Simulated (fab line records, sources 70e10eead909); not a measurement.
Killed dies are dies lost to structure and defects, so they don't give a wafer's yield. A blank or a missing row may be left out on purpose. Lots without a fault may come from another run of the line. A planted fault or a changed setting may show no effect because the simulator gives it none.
Which tool did it? | flow nand_harc | 6 lots, 18 wafers sampled, at 5 steps of a route of 1302

WHAT THE GAUGES READ, wafer by wafer
NHARC_END_SORT_01.
lot | measured | on | defect_limited_yield (%)

WHICH TOOL RAN EACH LOT (tool, then ch and the chambers of the sampled wafers, then the start)
lot  | NHARC_A_M1_CMP_23             | NHARC_A_BONDPAD_STRIP_15           | NHARC_A_BONDPAD_PVD_17   | NHARC_A_BONDPAD_PVD_27
L847 | cmp-01 ch 0,1,2, day 23 16:06 | rie_diel-11 ch 1,2,3, day 23 19:07 | pvd_sputter-02, no start | pvd_sputter-02, no start
L851 | cmp-01 ch 0,1,2, day 24 13:35 | rie_diel-11 ch 0,1,2, day 24 16:26 | pvd_sputter-02, no start | pvd_sputter-02, no start
L860 | cmp-01 ch 0,1, day 29 03:14   | rie_diel-03 ch 1,3, day 29 06:20   | pvd_sputter-02, no start | pvd_sputter-02, no start
L861 | cmp-01 ch 0,1,2, day 29 21:21 | rie_diel-11 ch 0,2,3, day 30 00:23 | pvd_sputter-03, no start | pvd_sputter-03, no start
L865 | cmp-03 ch 0,2,3, day 31 10:19 | rie_diel-11 ch 1,3, day 31 13:29   | pvd_sputter-03, no start | pvd_sputter-03, no start
L867 | cmp-01 ch 1,3, day 32 01:25   | rie_diel-03 ch 1,2, day 32 04:32   | pvd_sputter-01, no start | pvd_sputter-01, no start
- NHARC_A_M1_CMP_23: polishes, t overpolish 20 s, target thk 154.34 nm.
- NHARC_A_BONDPAD_STRIP_15: strips in O2.
- NHARC_A_BONDPAD_PVD_17: deposits TaN, target thk 5 nm, time 8.06 s.
- NHARC_A_BONDPAD_PVD_27: deposits Cu, target thk 30 nm, time 20.49 s.

THE ANSWER, worked out from the rows above alone
Rule: what is usual is taken from the lots themselves. Put in order of their means at a reading, lots are off if they are a third of the lots or fewer, leave a main group of 4 or more, and stand apart from it by a gap of 3 or more times the standard deviation of the main group's means; of several such gaps the widest counts. A main group whose means are all the same, to the digits that the tables above print for the reading, isn't used. A lot without any number at a reading at which 4 lots or more have one is off too. The other lots that the step has rows for count as sound.
No lot is off at any reading shown: from this, nothing can be told.

WHAT THE SIMULATOR HAD PUT IN
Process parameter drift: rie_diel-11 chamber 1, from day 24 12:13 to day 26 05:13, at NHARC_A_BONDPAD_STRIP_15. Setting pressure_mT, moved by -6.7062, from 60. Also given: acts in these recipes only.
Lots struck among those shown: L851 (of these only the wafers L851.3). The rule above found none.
